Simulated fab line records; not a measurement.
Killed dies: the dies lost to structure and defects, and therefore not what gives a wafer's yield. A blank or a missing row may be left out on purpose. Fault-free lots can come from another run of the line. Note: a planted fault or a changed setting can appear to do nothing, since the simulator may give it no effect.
Chamber matching / flow n5-finfet / 4 sister chambers for N5_BEOL_M11_VIA_ETCH_34 on rie-diel-05
The step etches SiCOH lowk in C4F6/O2, target depth 184.5 nm, time 69.2 s. 18 wafers are shown with their chamber, then 9 later ones without.

## WAFERS WITH THEIR CHAMBER
wafer=L074.1; chamber=0; rf-vpp-V (V)=677; showerhead-plenum-p-Torr (Torr)=2.73; throttle-valve-pct (%)=21.09
wafer=L074.2; chamber=3; rf-vpp-V (V)=691; showerhead-plenum-p-Torr (Torr)=2.96; throttle-valve-pct (%)=21.24
wafer=L074.3; chamber=2; rf-vpp-V (V)=643; showerhead-plenum-p-Torr (Torr)=2.86; throttle-valve-pct (%)=20.73
wafer=L079.2; chamber=0; rf-vpp-V (V)=678; showerhead-plenum-p-Torr (Torr)=2.73; throttle-valve-pct (%)=21.11
wafer=L079.3; chamber=3; rf-vpp-V (V)=692; showerhead-plenum-p-Torr (Torr)=2.96; throttle-valve-pct (%)=21.24
wafer=L079.6; chamber=0; rf-vpp-V (V)=678; showerhead-plenum-p-Torr (Torr)=2.73; throttle-valve-pct (%)=21.09
wafer=L080.1; chamber=0; rf-vpp-V (V)=678; showerhead-plenum-p-Torr (Torr)=2.73; throttle-valve-pct (%)=21.12
wafer=L080.3; chamber=3; rf-vpp-V (V)=690; showerhead-plenum-p-Torr (Torr)=2.96; throttle-valve-pct (%)=21.26
wafer=L080.6; chamber=3; rf-vpp-V (V)=692; showerhead-plenum-p-Torr (Torr)=2.96; throttle-valve-pct (%)=21.24
wafer=L082.1; chamber=3; rf-vpp-V (V)=692; showerhead-plenum-p-Torr (Torr)=2.96; throttle-valve-pct (%)=21.26
wafer=L082.5; chamber=3; rf-vpp-V (V)=691; showerhead-plenum-p-Torr (Torr)=2.96; throttle-valve-pct (%)=21.28
wafer=L082.6; chamber=1; rf-vpp-V (V)=637; showerhead-plenum-p-Torr (Torr)=2.83; throttle-valve-pct (%)=20.83
wafer=L083.2; chamber=2; rf-vpp-V (V)=644; showerhead-plenum-p-Torr (Torr)=2.85; throttle-valve-pct (%)=20.74
wafer=L083.4; chamber=0; rf-vpp-V (V)=678; showerhead-plenum-p-Torr (Torr)=2.73; throttle-valve-pct (%)=21.12
wafer=L083.6; chamber=0; rf-vpp-V (V)=677; showerhead-plenum-p-Torr (Torr)=2.73; throttle-valve-pct (%)=21.10
wafer=L087.2; chamber=1; rf-vpp-V (V)=637; showerhead-plenum-p-Torr (Torr)=2.83; throttle-valve-pct (%)=20.82
wafer=L087.5; chamber=0; rf-vpp-V (V)=677; showerhead-plenum-p-Torr (Torr)=2.72; throttle-valve-pct (%)=21.11
wafer=L087.6; chamber=2; rf-vpp-V (V)=643; showerhead-plenum-p-Torr (Torr)=2.85; throttle-valve-pct (%)=20.75

SIGNATURES (averages over the wafers above)
reading=rf-vpp-V; chamber 0=677.57; chamber 1=637.00; chamber 2=643.33; chamber 3=691.33; scatter within a chamber=0.639
reading=showerhead-plenum-p-Torr; chamber 0=2.7286; chamber 1=2.8300; chamber 2=2.8533; chamber 3=2.9600; scatter within a chamber=0.0033
reading=throttle-valve-pct; chamber 0=21.1057; chamber 1=20.8250; chamber 2=20.7400; chamber 3=21.2533; scatter within a chamber=0.0135
Rule: for each reading, subtract the chamber's mean from the wafer's reading, divide by that reading's scatter and square the result; add these up over the readings and take the root, which gives the wafer's distance from the chamber. If the next closest chamber is less than 2 further off than the closest, the wafer can't be placed; otherwise it belongs to the closest. How the scatter is found: for the shown wafers, subtract from each reading the mean of its chamber, square and add these, divide the total by (wafers less chambers), then take the root.

## WAFERS WITH NO CHAMBER GIVEN
wafer=L088.1; rf-vpp-V (V)=644; showerhead-plenum-p-Torr (Torr)=2.84; throttle-valve-pct (%)=20.76
wafer=L088.3; rf-vpp-V (V)=678; showerhead-plenum-p-Torr (Torr)=2.72; throttle-valve-pct (%)=21.13
wafer=L088.5; rf-vpp-V (V)=679; showerhead-plenum-p-Torr (Torr)=2.72; throttle-valve-pct (%)=21.13
wafer=L093.2; rf-vpp-V (V)=693; showerhead-plenum-p-Torr (Torr)=2.95; throttle-valve-pct (%)=20.85
wafer=L093.4; rf-vpp-V (V)=644; showerhead-plenum-p-Torr (Torr)=2.84; throttle-valve-pct (%)=20.76
wafer=L093.5; rf-vpp-V (V)=691; showerhead-plenum-p-Torr (Torr)=2.95; throttle-valve-pct (%)=20.85
wafer=L091.1; rf-vpp-V (V)=677; showerhead-plenum-p-Torr (Torr)=2.72; throttle-valve-pct (%)=21.14
wafer=L091.5; rf-vpp-V (V)=644; showerhead-plenum-p-Torr (Torr)=2.84; throttle-valve-pct (%)=20.75
wafer=L091.6; rf-vpp-V (V)=691; showerhead-plenum-p-Torr (Torr)=2.95; throttle-valve-pct (%)=20.84

## CHAMBER TAKEN BY EACH
wafer=L088.1; from the rows above=2; in truth=2
wafer=L088.3; from the rows above=0; in truth=0
wafer=L088.5; from the rows above=0; in truth=0
wafer=L093.2; from the rows above=3; in truth=3
wafer=L093.4; from the rows above=2; in truth=2
wafer=L093.5; from the rows above=3; in truth=3
wafer=L091.1; from the rows above=0; in truth=0
wafer=L091.5; from the rows above=2; in truth=2
wafer=L091.6; from the rows above=3; in truth=3
Correctly placed: 9 of 9. Not placeable from these rows: 0. Number placed wrongly: 0.
